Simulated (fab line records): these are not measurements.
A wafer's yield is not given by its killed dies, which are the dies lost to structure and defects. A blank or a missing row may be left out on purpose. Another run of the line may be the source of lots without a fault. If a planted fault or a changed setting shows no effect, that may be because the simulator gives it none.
One fault seen from 2 desks | flow n5-finfet | each desk has only its own numbers; what lay behind them comes last

## FOR THE TOOL OWNER'S DESK: rie-diel-01
The tool's own readings at N5_BEOL_M3_ETCH_41 (etches SiCN in CH3F/O2, target depth 29.9 nm, time 52.5 s): means of the sampled wafers that have a number, for each lot that ran on this tool. A lot is out of limits, marked OUT, if its mean lies more than 4 standard deviations from the usual mean; the brackets give that distance.
Columns: A = drypump-motor-current-A at N5_BEOL_M3_ETCH_41, usual 5.9 A; B = oes-product-au at N5_BEOL_M3_ETCH_41, usual 0.79 a.u.; C = rf-vpp-V at N5_BEOL_M3_ETCH_41, usual 298.0 V; D = showerhead-plenum-p-Torr at N5_BEOL_M3_ETCH_41, usual 2.03 Torr; E = throttle-valve-pct at N5_BEOL_M3_ETCH_41, usual 16.38 %
lot  | first seen here | A   | B    | C     | D    | E
L282 | day 8 18:30     | 5.8 | 0.75 | 299.0 | 2.05 | 16.66
L285 | day 9 15:38     | 6.0 | 0.91 | 298.2 | 2.09 | 16.22
This desk found nothing out of limits on any of the 2 lots.

## THE METROLOGY DESK
Means of the sampled wafers that have a number, per lot and without regard to the tool the lot ran on: this is what the gauges read. A lot is out of limits, marked OUT, if its mean lies more than 4 standard deviations from the usual mean; the brackets give that distance. 7 of its 10 readings are shown, namely those furthest out on some lot.
Columns: A = DIBL_P at N5_BEOL_M4_RC_MEAS_101, usual 36.2 mV/V; B = IOFF_N at N5_BEOL_M4_RC_MEAS_101, usual 0.16 nA/um; C = IOFF_P at N5_BEOL_M4_RC_MEAS_101, usual 0.21 nA/um; D = ION_N at N5_BEOL_M4_RC_MEAS_101, usual 672 uA/um; E = ION_P at N5_BEOL_M4_RC_MEAS_101, usual 461 uA/um; F = SS_N at N5_BEOL_M4_RC_MEAS_101, usual 71.4 mV/dec; G = VT_N at N5_BEOL_M4_RC_MEAS_101, usual 250 mV
lot  | first seen here | A    | B    | C    | D   | E   | F    | G
L282 | day 9 10:23     | 35.6 | 0.16 | 0.21 | 673 | 459 | 71.7 | 248
L285 | day 10 20:44    | 36.4 | 0.17 | 0.21 | 666 | 459 | 71.6 | 252
L291 | day 12 08:47    | 36.8 | 0.16 | 0.21 | 671 | 458 | 71.8 | 249
L297 | day 13 14:49    | 33.7 | 0.12 | 0.17 | 658 | 456 | 70.5 | 252
L298 | day 13 16:36    | 36.0 | 0.16 | 0.22 | 678 | 465 | 71.0 | 249
This desk found nothing out of limits on any of the 5 lots.

## ALL TOGETHER
Nothing out of limits was seen by the tool owner's desk.
Metrology desk: nothing out of limits seen.

## WHAT THE SIMULATOR HAD INSERTED
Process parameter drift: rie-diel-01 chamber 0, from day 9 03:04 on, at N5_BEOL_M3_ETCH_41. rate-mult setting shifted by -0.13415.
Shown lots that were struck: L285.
